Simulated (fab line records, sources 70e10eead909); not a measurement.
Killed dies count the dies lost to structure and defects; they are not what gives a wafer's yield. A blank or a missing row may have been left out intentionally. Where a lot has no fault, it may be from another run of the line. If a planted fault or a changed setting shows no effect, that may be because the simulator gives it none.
Struck lot and sound lot, side by side :: flow nand-harc :: 14 steps out of a route of 1302
Sound: wafers L326.2, L326.4, L326.6. Wafers L332.1, L332.4, L332.5 were the ones struck. The cause is given at the end.
Per side, at each step with rows, come the tool, then ch with its chambers, and then its first start. Under that, the readings that differ: sound wafers :: struck wafers :: difference of the means :: sigmas: that difference in standard deviations of wafers without a fault.
alike: readings whose means differ by less than 2 such deviations, and words and numbers that are the same on both sides. not compared: withheld readings, readings that some wafer has no value for, bounds like >300 that may hide the same value, and numbers for which the record gives no deviation and whose values overlap.
The two part at a step that has a row with sigmas, a row that says differs or no value, or rows on one side only. Numbers that have no deviation but don't overlap get no sigmas and don't part them. A reading that every wafer of one side lacks parts them only if that side has two wafers or more.

NHARC_A_STAIRCASE_TRIM_187: chemistry O2, time 211.2 s.
  sound on rie-diel-04 ch 0,2,3, day 18 07:52; struck on rie-diel-13 ch 0,1,2, day 20 15:44
  alike: drypump-motor-current-A, oes-product-au, rf-vpp-V, showerhead-plenum-p-Torr, throttle-valve-pct
  not compared: rf-hours-counter-h
then, 4 steps without rows for these wafers: NHARC_A_STAIRCASE_ETCH_188 (etches the open film in C4F8/O2, target depth 100 nm, time 40.5 s); NHARC_A_STAIRCASE_TRIM_189 (chemistry O2, time 211.2 s); NHARC_A_STAIRCASE_ETCH_190 (etches the open film in C4F8/O2, target depth 100 nm, time 40.5 s); NHARC_A_STAIRCASE_TRIM_191 (chemistry O2, time 211.2 s).
NHARC_A_STAIRCASE_ETCH_192: etches the open film in C4F8/O2, target depth 100 nm, time 40.5 s.
  sound: rie-diel-04 ch 0,1,2; struck: rie-diel-13 ch 1,3
reading: oes-product-au (a.u.)
sound: 0.956 0.967 0.949
struck: 0.921 0.918 0.930
difference: -0.034
sigmas: -2
  alike: rf-vpp-V, run-length-s
  not compared: rf-hours-counter-h
then, 1 step without rows for these wafers: NHARC_A_STAIRCASE_TRIM_193 (chemistry O2, time 211.2 s).
NHARC_A_STAIRCASE_ETCH_194: etches the open film in C4F8/O2, target depth 100 nm, time 40.5 s.
  sound: rie-diel-04 ch 0,1; struck: rie-diel-13 ch 1,3
  alike: oes-product-au, rf-vpp-V, run-length-s
  not compared: rf-hours-counter-h
then, 1 step without rows for these wafers: NHARC_A_STAIRCASE_TRIM_196 (chemistry O2, time 211.2 s).
NHARC_A_STAIRCASE_ETCH_197: etches the open film in C4F8/O2, target depth 100 nm, time 40.5 s.
  sound: rie-diel-02 ch 0,3; struck: rie-diel-02 ch 2,3
  alike: oes-product-au, rf-vpp-V, run-length-s
  not compared: rf-hours-counter-h
NHARC_A_STAIRCASE_TRIM_198: chemistry O2, time 211.2 s.
  sound: rie-diel-02 ch 1,3; struck: rie-diel-02 ch 0,1,3
  alike: drypump-motor-current-A, oes-product-au, rf-vpp-V, showerhead-plenum-p-Torr, throttle-valve-pct
  not compared: rf-hours-counter-h
NHARC_A_STAIRCASE_ETCH_199: etches the open film in C4F8/O2, target depth 100 nm, time 40.5 s.
  sound on rie-diel-02 ch 0,3, day 18 09:31; struck on rie-diel-02 ch 1,2,3, day 20 18:06
reading: run-length-s (s)
sound: 62.8 62.4 61.5
struck: 53.5 52.5 52.6
difference: -9.4
sigmas: -24
  alike: oes-product-au, rf-vpp-V
  not compared: rf-hours-counter-h
then, 1 step without rows for these wafers: NHARC_A_STAIRCASE_TRIM_200 (chemistry O2, time 211.2 s).
-- record jumps: 8 days between struck wafers' starts before vs after; left off in module A_STAIRCASE, resumes in module END, first step shown is number 1302 of the route --
NHARC_END_SORT_01:
  sound on prober-01 ch 0, day 26 10:40; struck on prober-02 ch 0, day 29 02:29
reading: hold
sound: - - -
struck: await-dispo/3.4h/release await-dispo/3.4h/release await-dispo/3.4h/release
difference: no value on the sound wafers
sigmas: 
  alike: killed-at-array, killed-at-other, killed-at-periphery, killed-dies, killed-open, killed-short

WHERE THEY PART
At NHARC_A_STAIRCASE_ETCH_192 first; at NHARC_END_SORT_01 last (within this record only).

WHY: the cause the simulator had injected
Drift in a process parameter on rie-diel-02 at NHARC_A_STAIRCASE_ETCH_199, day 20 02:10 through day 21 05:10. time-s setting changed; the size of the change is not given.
